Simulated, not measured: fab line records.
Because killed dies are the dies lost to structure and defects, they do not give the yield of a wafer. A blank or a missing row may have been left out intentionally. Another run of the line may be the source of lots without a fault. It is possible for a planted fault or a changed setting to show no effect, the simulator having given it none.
fab line records ; flow n5Finfet
record lots=7; wafers=21
route steps=1938 shown BEOL_M5@1160 BEOL_M6@1198 BEOL_M7@1299
startH: hours from the record's opening day to when the first of the lot's shown wafers began ; waitH: hours since the lot's step before ; " unchanged from the row above ; L1.1+2: one row covering several wafers at once ; - no value, or no start was given ; * or withheld: withheld ; < > ~ a bound
route shown NAME@n: names a module that has steps shown in the file, with the first one's number in the route ; usual: mean/standard deviation of fault-free wafers ; same: alike in all rows ; chamber/n: place in a boat ; sites: per-site readings ; _std_site: their standard deviation ; _edge_site: inner sites' mean taken away from outer sites' mean ; radiusMm: for every site, how far away it sits from the centre of the wafer ; mask NAME#n: copy n ; behind: tool/chamber where the wafer was last shaped ; hold: reason for holding the lot/hours on hold/outcome of the hold ; device: the n, p or np transistor that did not switch ; end of line: tests of these same wafers at the route's end ; a step with no rows: only its recipe ; killed: count of dies lost to structure and defects at first sort (not the wafer's yield) ; map: the dies of a wafer, with x for killed, . for not killed, _ for no die there
set.NAME: the setting as run; set.NAME@STEP: as run at that earlier step ; model.NAME: the simulator's own value behind a step, which no gauge read
lots run with intentionally changed settings; tables by step, rows by wafer
## steps
# step N5_BEOL_M5_TRENCH_ETCH_37
# recipe chemistry=C4F6/O2; targetDepthA=716.52; target=SiCOH_lowk; timeS=24.7; ionEnergyEv=250; pressureMtorr=30; sourceW=345; biasW=185; Ar_flow_sccm=300; C4F6_flow_sccm=10; O2_flow_sccm=10
lot.wafer;tool;chamber;startH;waitH;set.timeS;model.etch.depthNm;model.BEOL_M5.featureDepthNm
L074.3;rieDiel-06;1;-;-;24.7;71.15;71.2
L074.4;rieDiel-06;2;-;-;24.7;73.64;73.6
L074.6;rieDiel-06;0;-;-;24.7;73.61;73.6
L078.1;rieDiel-01;3;-;-;22.66;66.24;66.2
L078.3;rieDiel-01;1;-;-;24.7;70.79;70.8
L078.4;rieDiel-01;2;-;-;22.66;65.13;65.2
L080.1;rieDiel-06;1;-;-;24.7;70.11;70.2
L080.3;rieDiel-06;0;-;-;22.18;64.91;65
L080.5;rieDiel-06;3;-;-;24.7;70.27;70.2
L082.1;rieDiel-04;3;-;-;24.7;71.5;71.6
L082.3;rieDiel-04;2;-;-;26.71;77.4;77.4
L082.6;rieDiel-04;2;-;-;24.7;71.95;72
L086.1;rieDiel-04;1;-;-;24.7;72.85;72.8
L086.2;rieDiel-04;3;-;-;24.7;72.25;72.2
L086.3;rieDiel-04;0;-;-;24.7;72.07;72
L090.3+6;rieDiel-01;2,0;-;-;22.96;66.08;66
L090.4;rieDiel-01;1;-;-;24.7;70.85;70.8
L097.1;rieDiel-04;2;-;-;24.7;69.98;70
L097.2;rieDiel-04;1;-;-;24.7;71.95;72
L097.3;rieDiel-04;0;-;-;24.7;71.29;71.2
# step N5_BEOL_M5_ETCH_41
# recipe chemistry=CH3F/O2; target=SiCN; targetDepthA=315; taperDeg=2; timeS=56.7; ionEnergyEv=120; maskMaterial=TiN; pressureMtorr=30; sourceW=395; biasW=75; Ar_flow_sccm=150; CH3F_flow_sccm=30; O2_flow_sccm=20
# usual rfVppV=297.3/1.6
lot.wafer;tool;chamber;startH;waitH;set.sourceW;rfVppV
L074.3;rieDiel-06;1;-;-;395;298.3
L074.4;rieDiel-06;2;-;-;395;300.0
L074.6;rieDiel-06;0;-;-;395;297.2
L078.1;rieDiel-01;3;-;-;395;296.5
L078.3;rieDiel-01;1;-;-;453.3;285.5
L078.4;rieDiel-01;2;-;-;395;295.4
L080.1;rieDiel-06;1;-;-;395;295.3
L080.3;rieDiel-06;0;-;-;453;285.6
L080.5;rieDiel-06;3;-;-;453;281.6
L082.1;rieDiel-04;3;-;-;415.2;292.4
L082.3;rieDiel-04;2;-;-;395;295.6
L082.6;rieDiel-04;2;-;-;395;295.8
L086.1;rieDiel-04;1;-;-;355.8;308.5
L086.2;rieDiel-04;3;-;-;395;298.2
L086.3;rieDiel-04;0;-;-;395;300.2
L090.3;rieDiel-01;2;-;-;395;295.8
L090.4;rieDiel-01;1;-;-;395;297.6
L090.6;rieDiel-01;0;-;-;395;298.1
L097.1;rieDiel-04;2;-;-;395;295.8
L097.2;rieDiel-04;1;-;-;395;298.8
L097.3;rieDiel-04;0;-;-;395;300.8
# step N5_BEOL_M5_STRIP_91
# recipe chemistry=N2/H2; timeS=10; powerW=450; tempC=40; pressureMtorr=20; rfFrequencyHz=6e+07; biasPowerW=7; n2FlowSccm=200; h2FlowSccm=200
# step N5_BEOL_M5_OCD_MEAS_38
# usual trenchDepthNm=71.8/1.1
lot.wafer;tool;chamber;startH;waitH;set.timeS@BEOL_M5_TRENCH_ETCH_37;trenchDepthNm
L074.3;ocd-02;-;203.51;-;24.7;70.5
L074.4;ocd-02;-;203.51;-;24.7;73.4
L074.6;ocd-02;-;203.51;-;24.7;73.2
L078.1;ocd-02;-;229.62;-;22.66;66.9
L078.3;ocd-02;-;229.62;-;24.7;70.5
L078.4;ocd-02;-;229.62;-;22.66;65.2
L080.1;ocd-02;-;236.80;-;24.7;70.3
L080.3;ocd-02;-;236.80;-;22.18;65.6
L080.5;ocd-02;-;236.80;-;24.7;70.7
L082.1;ocd-02;-;250.23;-;24.7;71.3
L082.3;ocd-02;-;250.23;-;26.71;77.0
L082.6;ocd-02;-;250.23;-;24.7;72.3
L086.1;ocd-02;-;262.77;-;24.7;72.7
L086.2;ocd-02;-;262.77;-;24.7;72.5
L086.3;ocd-02;-;262.77;-;24.7;72.1
L090.3;ocd-02;-;297.17;-;22.96;65.7
L090.4;ocd-02;-;297.17;-;24.7;71.1
L090.6;ocd-02;-;297.17;-;22.96;66.2
L097.1;ocd-01;-;347.10;-;24.7;70.5
L097.2;ocd-01;-;347.10;-;24.7;71.9
L097.3;ocd-01;-;347.10;-;24.7;70.6
# step N5_BEOL_M5_HM_STRIP_39
# recipe chemistry=peroxideTinStrip; material=TiN; targetDepthA=250; tempC=50; timeS=158
# step N5_BEOL_M5_SRD_40
# recipe timeS=30; tempC=23; rinseLiquid=diw; dry=ipaMarangoni
# step N5_BEOL_M5_ECD_50
# recipe material=Cu; targetThkA=3000
# step N5_BEOL_M5_ANNEAL_51
# recipe tempC=225; timeS=90; ambient=N2
# step N5_BEOL_M5_CMP_52
# recipe stopOn=SiCOH_lowk; tOverpolishS=6.9; downForcePsi=1; platenRpm=50; clearingPlatenDownForcePsi=1.5; clearingPlatenRpm=50; postCmpClean=cuAlkaline; targetThkNm=62; clearingPlatenPadVelocityMS=0.99484; padVelocityMS=0.99484
lot.wafer;tool;chamber;startH;waitH;set.timeS@BEOL_M5_TRENCH_ETCH_37;model.Cu_of_BEOL_M5_ECD_50.thkNm
L074.4;cmp-01;2;209.99;0.1;24.7;65.2
L074.3;cmp-01;0;209.99;0.1;24.7;63.8
L074.6;cmp-01;3;209.99;0.1;24.7;65.8
L078.3;cmp-03;2;236.10;0.3;24.7;60
L078.4;cmp-03;3;236.10;0.3;22.66;55.8
L078.1;cmp-03;0;236.10;0.3;22.66;55.6
L080.3;cmp-01;0;243.71;0.2;22.18;54.6
L080.1;cmp-01;1;243.71;0.2;24.7;60.8
L080.5;cmp-01;0;243.71;0.2;24.7;60.2
L082.3;cmp-03;2;258.02;0.2;26.71;66.4
L082.1;cmp-03;0;258.02;0.2;24.7;62.4
L082.6;cmp-03;2;258.02;0.2;24.7;61.8
L086.2;cmp-01;1;269.96;0.8;24.7;61.6
L086.3;cmp-01;2;269.96;0.8;24.7;61.4
L086.1;cmp-01;3;269.96;0.8;24.7;63.6
L090.3;cmp-03;3;303.16;0.2;22.96;58.8
L090.4;cmp-03;0;303.16;0.2;24.7;62
L090.6;cmp-03;3;303.16;0.2;22.96;58
L097.1;cmp-04;3;353.27;0.3;24.7;60.8
L097.3;cmp-04;0;353.27;0.3;24.7;62
L097.2;cmp-04;1;353.27;0.3;24.7;62.2
# step N5_BEOL_M5_PRE_CLEAN_77
# recipe gas=NH3/H2; timeS=15; tempC=*; rfPowerW=300
# step N5_BEOL_M5_PRE_CLEAN_55
# recipe gas=NH3; timeS=15; tempC=withheld; rfPowerW=300
# step N5_BEOL_M5_DEP_56
# recipe material=SiCN; targetThkA=80; tempC=withheld; precursor=3MS/NH3; pressureTorr=3; rfW=202; timeS=14
# step N5_BEOL_M5_RS_MEAS_57
# recipe thkMeasGauge=four-point-probe; reads=Co_of_BEOL_M5_CO_CAP_78+Cu_of_BEOL_M5_ECD_50+Co_of_BEOL_M5_CVD_47+TaN_of_BEOL_M5_ALD_86
# usual M5_RS=0.385/0.01
lot.wafer;tool;chamber;startH;waitH;set.timeS@BEOL_M5_TRENCH_ETCH_37;M5_RS[ohm/sq]
L074.3;filmMetro-02;-;210.55;0.1;24.7;0.373
L074.4;filmMetro-02;-;210.55;0.1;24.7;0.363
L074.6;filmMetro-02;-;210.55;0.1;24.7;0.359
L078.1;filmMetro-02;-;236.63;0.0;22.66;0.439
L078.3;filmMetro-02;-;236.63;0.0;24.7;0.402
L078.4;filmMetro-02;-;236.63;0.0;22.66;0.439
L080.1;filmMetro-01;-;244.23;0.0;24.7;0.396
L080.3;filmMetro-01;-;244.23;0.0;22.18;0.451
L080.5;filmMetro-01;-;244.23;0.0;24.7;0.400
L082.1;filmMetro-02;-;258.53;0.0;24.7;0.382
L082.3;filmMetro-02;-;258.53;0.0;26.71;0.354
L082.6;filmMetro-02;-;258.53;0.0;24.7;0.388
L086.1;filmMetro-01;-;270.55;0.0;24.7;0.376
L086.2;filmMetro-01;-;270.55;0.0;24.7;0.389
L086.3;filmMetro-01;-;270.55;0.0;24.7;0.391
L090.3;filmMetro-01;-;303.71;0.1;22.96;0.411
L090.4;filmMetro-01;-;303.71;0.1;24.7;0.386
L090.6;filmMetro-01;-;303.71;0.1;22.96;0.419
L097.1;filmMetro-01;-;353.88;0.0;24.7;0.396
L097.2;filmMetro-01;-;353.88;0.0;24.7;0.384
L097.3;filmMetro-01;-;353.88;0.0;24.7;0.386
# step N5_BEOL_M6_HM_DEP_02
# recipe material=TiN; targetThkA=200; tempC=25; chamberPressurePa=0.49996
lot.wafer;tool;chamber;startH;waitH;set.targetThkA;model.TiN_of_BEOL_M6_HM_DEP_02.thkNm
L074.3;pvdSputter-02;-;212.49;1.2;200;20
L074.4+6;pvdSputter-02;-;212.49;1.2;200;20.2
L078.1+3;pvdSputter-03;-;237.53;0.2;200;20.2
L078.4;pvdSputter-03;-;237.53;0.2;226.3;22.8
L080.1;pvdSputter-02;-;245.43;0.5;200;20.4
L080.3;pvdSputter-02;-;245.43;0.5;200;20.2
L080.5;pvdSputter-02;-;245.43;0.5;209.3;21.4
L082.1;pvdSputter-02;-;259.92;0.2;184.6;18.2
L082.3;pvdSputter-02;-;259.92;0.2;184.6;18.4
L082.6;pvdSputter-02;-;259.92;0.2;200;19.8
L086.1+3;pvdSputter-02;-;274.25;2.5;216.9;21.8
L086.2;pvdSputter-02;-;274.25;2.5;200;19.8
L090.3;pvdSputter-03;-;306.21;1.8;200;19.6
L090.4+6;pvdSputter-03;-;306.21;1.8;200;19.8
L097.1+2+3;pvdSputter-01;-;357.04;2.5;200;20.2
# step N5_BEOL_M6_COAT_59
# recipe resist=SOC; tempC=250; timeS=60; spinRpm=1500; resistThkNm=100
# step N5_BEOL_M6_COAT_60
# recipe resist=SiARC; tempC=220; timeS=60; spinRpm=1500; resistThkNm=35
# step N5_BEOL_M6_STRIP_68
# recipe chemistry=N2/H2; tempC=40; n2FlowSccm=200; h2FlowSccm=200; rfFrequencyHz=6e+07
# step N5_BEOL_M6_STRIP_67
# recipe chemistry=CF4; resist=SiARC; powerW=300; biasPowerW=75; pressureMtorr=50; cf4FlowSccm=150; rfFrequencyHz=6e+07
# step N5_BEOL_M6_HM_OPEN_17
# recipe chemistry=Cl2/BCl3; targetDepthA=200; overetchA=60; target=TiN; maskMaterial=SOC; ionEnergyEv=150; pressureMtorr=10; icpW=1000; biasW=126; Cl2_flow_sccm=53.25; bcl3FlowSccm=21.75; Ar_flow_sccm=25
lot.wafer;tool;chamber;startH;waitH;set.targetThkA@BEOL_M6_HM_DEP_02;model.etch.depthNm
L074.3;rieMetal-03;1;213.40;0.1;200;20.08
L074.4;rieMetal-03;0;213.40;0.1;200;20.24
L074.6;rieMetal-03;1;213.40;0.1;200;20.27
L078.1+3;rieMetal-03;0;238.40;0.0;200;20.12
L078.4;rieMetal-03;1;238.40;0.0;226.3;22.7
L080.1;rieMetal-01;0;246.30;0.0;200;20.35
L080.3;rieMetal-01;0;246.30;0.0;200;20.27
L080.5;rieMetal-01;1;246.30;0.0;209.3;21.33
L082.1;rieMetal-02;1;260.78;0.0;184.6;18.27
L082.3;rieMetal-02;0;260.78;0.0;184.6;18.5
L082.6;rieMetal-02;1;260.78;0.0;200;19.84
L086.1;rieMetal-03;1;275.11;0.0;216.9;21.85
L086.2;rieMetal-03;0;275.11;0.0;200;19.88
L086.3;rieMetal-03;0;275.11;0.0;216.9;21.8
L090.3;rieMetal-01;0;307.15;0.1;200;19.58
L090.4;rieMetal-01;1;307.15;0.1;200;19.77
L090.6;rieMetal-01;0;307.15;0.1;200;19.8
L097.1;rieMetal-03;1;357.91;0.0;200;20.26
L097.2;rieMetal-03;0;357.91;0.0;200;20.16
L097.3;rieMetal-03;1;357.91;0.0;200;20.15
# step N5_BEOL_M7_DESCUM_33
# recipe chemistry=O2; timeS=7; sourcePowerW=50; biasPowerW=20; pressureMtorr=20; rfFrequencyHz=2.712e+07; tempC=40; resist=CAR-EUV; o2FlowSccm=225
lot.wafer;tool;chamber;startH;waitH;set.timeS;model.CAR-EUV_of_BEOL_M7_COAT_22.thkNm
L074.3+4;rieDiel-01;3,0;220.91;0.1;7;25.8
L074.6;rieDiel-01;2;220.91;0.1;7;26
L078.1+4;rieDiel-04;1,0;250.20;0.8;7.425;25.8
L078.3;rieDiel-04;3;250.20;0.8;7;26
L080.1;rieDiel-01;3;255.73;0.0;5.734;26.6
L080.3;rieDiel-01;0;255.73;0.0;5.734;26.8
L080.5;rieDiel-01;0;255.73;0.0;7;26
L082.1+3;rieDiel-06;0,2;273.84;0.0;7;26
L082.6;rieDiel-06;2;273.84;0.0;7;26.2
L086.1+2+3;rieDiel-04;2,3,0;288.45;0.0;7;26
L090.3;rieDiel-06;0;318.49;0.1;7;26.2
L090.4;rieDiel-06;1;318.49;0.1;7;26
L090.6;rieDiel-06;1;318.49;0.1;6.152;26.6
L097.1+2;rieDiel-06;2,0;370.87;0.0;7;26
L097.3;rieDiel-06;3;370.87;0.0;8.457;25.4
# step N5_BEOL_M7_ETCH_72
# recipe chemistry=N2/H2; target=underlayer; targetDepthA=65; maskMaterial=CAR-EUV; timeS=5.2; ionEnergyEv=200; pressureMtorr=30; sourceW=840; biasW=150; n2FlowSccm=200; h2FlowSccm=200; ends=cleared
lot.wafer;tool;chamber;startH;waitH;set.timeS@BEOL_M7_DESCUM_33;model.CAR-EUV_of_BEOL_M7_COAT_22.thkNm
L074.3+6;rieDiel-01;3,2;220.95;0.0;7;20.2
L074.4;rieDiel-01;0;220.95;0.0;7;20
L078.1+4;rieDiel-04;1,0;250.23;0.0;7.425;20
L078.3;rieDiel-04;3;250.23;0.0;7;20.2
L080.1+3;rieDiel-01;3,0;255.76;0.0;5.734;21
L080.5;rieDiel-01;0;255.76;0.0;7;20.2
L082.1;rieDiel-06;0;273.88;0.0;7;20.2
L082.3+6;rieDiel-06;2;273.88;0.0;7;20.4
L086.1;rieDiel-04;2;288.49;0.0;7;20.4
L086.2+3;rieDiel-04;3,0;288.49;0.0;7;20.2
L090.3+4;rieDiel-06;0,1;318.53;0.0;7;20.4
L090.6;rieDiel-06;1;318.53;0.0;6.152;21
L097.1+2;rieDiel-06;2,0;370.91;0.0;7;20.4
L097.3;rieDiel-06;3;370.91;0.0;8.457;19.8
# step N5_BEOL_M7_TRENCH_ETCH_37
# recipe chemistry=C4F6/O2; targetDepthA=934.78; target=SiCOH_lowk; timeS=31.2; ionEnergyEv=250; pressureMtorr=30; sourceW=345; biasW=185; Ar_flow_sccm=300; C4F6_flow_sccm=10; O2_flow_sccm=10
# usual rfVppV=669/6.5
lot.wafer;tool;chamber;startH;waitH;set.sourceW;rfVppV;model.etch.depthNm;model.BEOL_M7.featureDepthNm
L074.3;rieDiel-01;3;-;-;345;662;95.54;95.6
L074.4;rieDiel-01;0;-;-;345;662;92.69;92.6
L074.6;rieDiel-01;2;-;-;345;671;92.6;92.6
L078.1;rieDiel-04;1;-;-;345;668;94.24;94.2
L078.3;rieDiel-04;3;-;-;288.6;735;86.39;86.4
L078.4;rieDiel-04;0;-;-;288.6;733;86.97;87
L080.1;rieDiel-01;3;-;-;345;663;96.08;96
L080.3;rieDiel-01;0;-;-;345;659;93.59;93.6
L080.5;rieDiel-01;0;-;-;345;659;93.73;93.8
L082.1;rieDiel-06;0;-;-;345;666;94.21;94.2
L082.3;rieDiel-06;2;-;-;345;676;94.96;95
L082.6;rieDiel-06;2;-;-;345;678;95.92;96
L086.1;rieDiel-04;2;-;-;365.6;653;95.3;95.2
L086.2;rieDiel-04;3;-;-;365.6;652;95.95;96
L086.3;rieDiel-04;0;-;-;345;669;93.8;93.8
L090.3;rieDiel-06;0;-;-;345;664;94.67;94.6
L090.4;rieDiel-06;1;-;-;315.4;709;88.95;89
L090.6;rieDiel-06;1;-;-;315.4;710;88.91;89
L097.1;rieDiel-06;2;-;-;392;634;99.21;99.2
L097.2;rieDiel-06;0;-;-;345;665;93.89;93.8
L097.3;rieDiel-06;3;-;-;392;634;99.94;100
# step N5_BEOL_M7_ETCH_41
# recipe chemistry=CH3F/O2; target=SiCN; targetDepthA=319; taperDeg=2; timeS=57.8; ionEnergyEv=120; maskMaterial=TiN; pressureMtorr=30; sourceW=395; biasW=75; Ar_flow_sccm=150; CH3F_flow_sccm=30; O2_flow_sccm=20
# step N5_BEOL_M7_STRIP_80
# recipe chemistry=N2/H2; timeS=10; powerW=450; tempC=40; pressureMtorr=20; rfFrequencyHz=6e+07; biasPowerW=7; n2FlowSccm=200; h2FlowSccm=200
# step N5_BEOL_M7_OCD_MEAS_38
# usual trenchDepthNm=93.5/1.4
lot.wafer;tool;chamber;startH;waitH;set.sourceW@BEOL_M7_TRENCH_ETCH_37;trenchDepthNm
L074.3;ocd-02;-;221.35;-;345;95.2
L074.4;ocd-02;-;221.35;-;345;92.9
L074.6;ocd-02;-;221.35;-;345;92.6
L078.1;ocd-01;-;250.63;-;345;94.3
L078.3;ocd-01;-;250.63;-;288.6;86.1
L078.4;ocd-01;-;250.63;-;288.6;86.7
L080.1;ocd-01;-;256.16;-;345;95.4
L080.3;ocd-01;-;256.16;-;345;93.4
L080.5;ocd-01;-;256.16;-;345;93.3
L082.1;ocd-02;-;274.27;-;345;94.2
L082.3;ocd-02;-;274.27;-;345;95.1
L082.6;ocd-02;-;274.27;-;345;95.9
L086.1;ocd-02;-;288.88;-;365.6;96.2
L086.2;ocd-02;-;288.88;-;365.6;95.9
L086.3;ocd-02;-;288.88;-;345;93.9
L090.3;ocd-01;-;318.93;-;345;95.3
L090.4;ocd-01;-;318.93;-;315.4;88.6
L090.6;ocd-01;-;318.93;-;315.4;88.7
L097.1;ocd-01;-;371.30;-;392;99.2
L097.2;ocd-01;-;371.30;-;345;94.0
L097.3;ocd-01;-;371.30;-;392;99.6
# step N5_BEOL_M7_HM_STRIP_39
# recipe chemistry=peroxideTinStrip; material=TiN; targetDepthA=250; tempC=50; timeS=158
# step N5_BEOL_M7_SRD_40
# recipe timeS=30; tempC=23; rinseLiquid=diw; dry=ipaMarangoni
# step N5_BEOL_M7_ECD_50
# recipe material=Cu; targetThkA=3000
# step N5_BEOL_M7_ANNEAL_51
# recipe tempC=225; timeS=90; ambient=N2
# step N5_BEOL_M7_CMP_52
# recipe stopOn=SiCOH_lowk; tOverpolishS=6.9; downForcePsi=1; platenRpm=50; clearingPlatenDownForcePsi=1.5; clearingPlatenRpm=50; postCmpClean=cuAlkaline; targetThkNm=80; clearingPlatenPadVelocityMS=0.99484; padVelocityMS=0.99484
lot.wafer;tool;chamber;startH;waitH;set.sourceW@BEOL_M7_TRENCH_ETCH_37;model.Cu_of_BEOL_M7_ECD_50.thkNm
L074.3;cmp-02;2;223.34;0.2;345;80.4
L074.4;cmp-02;3;223.34;0.2;345;76.8
L074.6;cmp-02;1;223.34;0.2;345;78.2
L078.4;cmp-03;3;253.69;0.1;288.6;74.6
L078.1;cmp-03;0;253.69;0.1;345;81.8
L078.3;cmp-03;1;253.69;0.1;288.6;72.4
L080.1;cmp-01;3;258.89;0.3;345;82.4
L080.3+5;cmp-01;0,1;258.89;0.3;345;80
L082.1;cmp-01;0;276.67;0.3;345;82.6
L082.3;cmp-01;2;276.67;0.3;345;80.6
L082.6;cmp-01;0;276.67;0.3;345;83.4
L086.1;cmp-03;1;291.01;0.3;365.6;83.2
L086.2;cmp-03;2;291.01;0.3;365.6;83
L086.3;cmp-03;0;291.01;0.3;345;81
L090.4;cmp-02;3;321.68;0.2;315.4;77.4
L090.3;cmp-02;1;321.68;0.2;345;82
L090.6;cmp-02;3;321.68;0.2;315.4;76.4
L097.2;cmp-02;3;374.22;0.2;345;79.8
L097.3;cmp-02;0;374.22;0.2;392;85.6
L097.1;cmp-02;1;374.22;0.2;392;84
# step N5_BEOL_M7_THK_MEAS_53
# recipe thkMeasGauge=xrf; reads=Cu_of_BEOL_M7_ECD_50
# usual M7_THK=80.3/1.7
lot.wafer;tool;chamber;startH;waitH;set.sourceW@BEOL_M7_TRENCH_ETCH_37;M7_THK[nm]
L074.3;filmMetro-02;-;223.59;-;345;80.5
L074.4;filmMetro-02;-;223.59;-;345;77.0
L074.6;filmMetro-02;-;223.59;-;345;78.2
L078.1;filmMetro-01;-;253.99;-;345;82.6
L078.3;filmMetro-01;-;253.99;-;288.6;73.2
L078.4;filmMetro-01;-;253.99;-;288.6;75.3
L080.1;filmMetro-02;-;259.10;-;345;82.6
L080.3;filmMetro-02;-;259.10;-;345;80.0
L080.5;filmMetro-02;-;259.10;-;345;80.2
L082.1;filmMetro-01;-;276.97;-;345;83.3
L082.3;filmMetro-01;-;276.97;-;345;81.8
L082.6;filmMetro-01;-;276.97;-;345;84.3
L086.1;filmMetro-02;-;291.31;-;365.6;83.6
L086.2;filmMetro-02;-;291.31;-;365.6;83.3
L086.3;filmMetro-02;-;291.31;-;345;81.5
L090.3;filmMetro-02;-;321.94;-;345;82.9
L090.4;filmMetro-02;-;321.94;-;315.4;77.9
L090.6;filmMetro-02;-;321.94;-;315.4;76.9
L097.1;filmMetro-01;-;374.52;-;392;84.5
L097.2;filmMetro-01;-;374.52;-;345;80.3
L097.3;filmMetro-01;-;374.52;-;392;86.2
# step N5_BEOL_M7_PRE_CLEAN_55
# recipe gas=NH3; timeS=15; tempC=withheld; rfPowerW=300
# step N5_BEOL_M7_DEP_56
# recipe material=SiCN; targetThkA=100; tempC=withheld; precursor=3MS/NH3; pressureTorr=3; rfW=202; timeS=17.5
# step N5_BEOL_M7_RS_MEAS_57
# recipe thkMeasGauge=four-point-probe; reads=Cu_of_BEOL_M7_ECD_50+Co_of_BEOL_M7_CVD_78+TaN_of_BEOL_M7_ALD_77
# usual M7_RS=0.286/0.0068
lot.wafer;tool;chamber;startH;waitH;set.sourceW@BEOL_M7_TRENCH_ETCH_37;M7_RS[ohm/sq]
L074.3;filmMetro-02;-;223.76;0.1;345;0.284
L074.4;filmMetro-02;-;223.76;0.1;345;0.299
L074.6;filmMetro-02;-;223.76;0.1;345;0.293
L078.1;filmMetro-01;-;254.12;0.1;345;0.279
L078.3;filmMetro-01;-;254.12;0.1;288.6;0.321
L078.4;filmMetro-01;-;254.12;0.1;288.6;0.311
L080.1;filmMetro-01;-;259.24;0.1;345;0.275
L080.3;filmMetro-01;-;259.24;0.1;345;0.286
L080.5;filmMetro-01;-;259.24;0.1;345;0.286
L082.1;filmMetro-02;-;277.10;0.1;345;0.275
L082.3;filmMetro-02;-;277.10;0.1;345;0.283
L082.6;filmMetro-02;-;277.10;0.1;345;0.272
L086.1;filmMetro-01;-;291.44;0.1;365.6;0.273
L086.2;filmMetro-01;-;291.44;0.1;365.6;0.274
L086.3;filmMetro-01;-;291.44;0.1;345;0.281
L090.3;filmMetro-02;-;322.07;0.1;345;0.277
L090.4;filmMetro-02;-;322.07;0.1;315.4;0.297
L090.6;filmMetro-02;-;322.07;0.1;315.4;0.301
L097.1;filmMetro-02;-;374.65;0.1;392;0.270
L097.2;filmMetro-02;-;374.65;0.1;345;0.286
L097.3;filmMetro-02;-;374.65;0.1;392;0.264
## key
split step=N5_BEOL_M5_TRENCH_ETCH_37; setting=timeS; stated=24.7; by=wafer
response step=N5_BEOL_M5_TRENCH_ETCH_37; reading=model.etch.depthNm; change=+0.61; per=1%; r=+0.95
response step=N5_BEOL_M5_TRENCH_ETCH_37; reading=model.BEOL_M5.featureDepthNm; change=+0.606; per=1%; r=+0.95
response step=N5_BEOL_M5_OCD_MEAS_38; reading=trenchDepthNm; change=+0.574; per=1%; r=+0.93
response step=N5_BEOL_M5_CMP_52; reading=model.Cu_of_BEOL_M5_ECD_50.thkNm; change=+0.542; per=1%; r=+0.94
response step=N5_BEOL_M5_RS_MEAS_57; reading=M5_RS; change=-0.00449; per=1%; r=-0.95
split step=N5_BEOL_M5_ETCH_41; setting=sourceW; stated=395; by=wafer
response step=N5_BEOL_M5_ETCH_41; reading=rfVppV; change=-0.779; per=1%; r=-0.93
split step=N5_BEOL_M6_HM_DEP_02; setting=targetThkA; stated=200; by=wafer
response step=N5_BEOL_M6_HM_DEP_02; reading=model.TiN_of_BEOL_M6_HM_DEP_02.thkNm; change=+0.208; per=1%; r=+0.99
response step=N5_BEOL_M6_HM_OPEN_17; reading=model.etch.depthNm; change=+0.204; per=1%; r=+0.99
split step=N5_BEOL_M7_DESCUM_33; setting=timeS; stated=7; by=wafer
response step=N5_BEOL_M7_DESCUM_33; reading=model.CAR-EUV_of_BEOL_M7_COAT_22.thkNm; change=-0.0343; per=1%; r=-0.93
response step=N5_BEOL_M7_ETCH_72; reading=model.CAR-EUV_of_BEOL_M7_COAT_22.thkNm; change=-0.0375; per=1%; r=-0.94
split step=N5_BEOL_M7_TRENCH_ETCH_37; setting=sourceW; stated=345; by=wafer
response step=N5_BEOL_M7_TRENCH_ETCH_37; reading=rfVppV; change=-3.54; per=1%; r=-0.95
response step=N5_BEOL_M7_TRENCH_ETCH_37; reading=model.etch.depthNm; change=+0.465; per=1%; r=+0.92
response step=N5_BEOL_M7_TRENCH_ETCH_37; reading=model.BEOL_M7.featureDepthNm; change=+0.463; per=1%; r=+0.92
response step=N5_BEOL_M7_OCD_MEAS_38; reading=trenchDepthNm; change=+0.486; per=1%; r=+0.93
response step=N5_BEOL_M7_CMP_52; reading=model.Cu_of_BEOL_M7_ECD_50.thkNm; change=+0.463; per=1%; r=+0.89
response step=N5_BEOL_M7_THK_MEAS_53; reading=M7_THK; change=+0.47; per=1%; r=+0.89
response step=N5_BEOL_M7_RS_MEAS_57; reading=M7_RS; change=-0.00195; per=1%; r=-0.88
